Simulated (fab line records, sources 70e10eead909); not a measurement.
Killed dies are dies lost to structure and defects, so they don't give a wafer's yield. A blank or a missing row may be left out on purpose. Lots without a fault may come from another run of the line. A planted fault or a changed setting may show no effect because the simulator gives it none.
Which tool did it? | flow nand_harc | 6 lots, 18 wafers sampled, at 5 steps of a route of 1159

WHAT THE GAUGES READ, wafer by wafer
NHARC_END_SORT_01.
lot  | measured     | on        | killed_at_array
L574 | day 22 03:26 | prober-01 | 674 674 675

WHICH TOOL RAN EACH LOT (tool, then ch and the chambers of the sampled wafers, then the start)
lot  | NHARC_A_STAIRCASE_CMP_450     | NHARC_A_STAIRCASE_ETCHBACK_422     | NHARC_A_STAIRCASE_ETCHBACK_157     | NHARC_A_STAIRCASE_CMP_472
L564 | cmp-01 ch 1,2,3, day 14 17:15 | rie_diel-05 ch 0,1,2, day 14 17:52 | rie_diel-05 ch 0,1,3, day 14 18:16 | cmp-01 ch 0,2,3, day 14 19:02
L565 | cmp-02 ch 1,2,3, day 15 11:47 | rie_diel-02 ch 0,2,3, day 15 12:20 | rie_diel-02 ch 1,2,3, day 15 12:45 | cmp-04 ch 1,2,3, day 15 13:22
L570 | cmp-01 ch 0,1, day 16 10:40   | rie_diel-05 ch 0,1,3, day 16 11:13 | rie_diel-05 ch 0,1,3, day 16 11:37 | cmp-04 ch 0,1,2, day 16 12:11
L574 | cmp-04 ch 1,2, day 16 23:21   | rie_diel-05 ch 0,1, day 16 23:54   | rie_diel-02 ch 1,2,3, day 17 00:19 | cmp-01 ch 0,3, day 17 00:50
L583 | cmp-01 ch 0,1,2, day 19 08:38 | rie_diel-02 ch 0,2,3, day 19 09:10 | rie_diel-02 ch 0,2,3, day 19 09:32 | cmp-04 ch 1,2,3, day 19 10:07
L581 | cmp-02 ch 0,1,3, day 19 10:04 | rie_diel-12 ch 0,2, day 19 10:34   | rie_diel-02 ch 0,2,3, day 19 10:56 | cmp-04 ch 0,1,3, day 19 11:35
- NHARC_A_STAIRCASE_CMP_450: polishes SiO2, target thk 200 nm.
- NHARC_A_STAIRCASE_ETCHBACK_422: etches the open film in CH3F/O2, target depth 40 nm, time 74.286 s.
- NHARC_A_STAIRCASE_ETCHBACK_157: etches the open film in CH3F/O2, target depth 90 nm, time 167.14 s.
- NHARC_A_STAIRCASE_CMP_472: polishes SiO2.

THE ANSWER, worked out from the rows above alone
Rule: what is usual is taken from the lots themselves. Put in order of their means at a reading, lots are off if they are a third of the lots or fewer, leave a main group of 4 or more, and stand apart from it by a gap of 3 or more times the standard deviation of the main group's means; of several such gaps the widest counts. A main group whose means are all the same, to the digits that the tables above print for the reading, isn't used. A lot without any number at a reading at which 4 lots or more have one is off too. The other lots that the step has rows for count as sound.
No lot is off at any reading shown: from this, nothing can be told.

WHAT THE SIMULATOR HAD PUT IN
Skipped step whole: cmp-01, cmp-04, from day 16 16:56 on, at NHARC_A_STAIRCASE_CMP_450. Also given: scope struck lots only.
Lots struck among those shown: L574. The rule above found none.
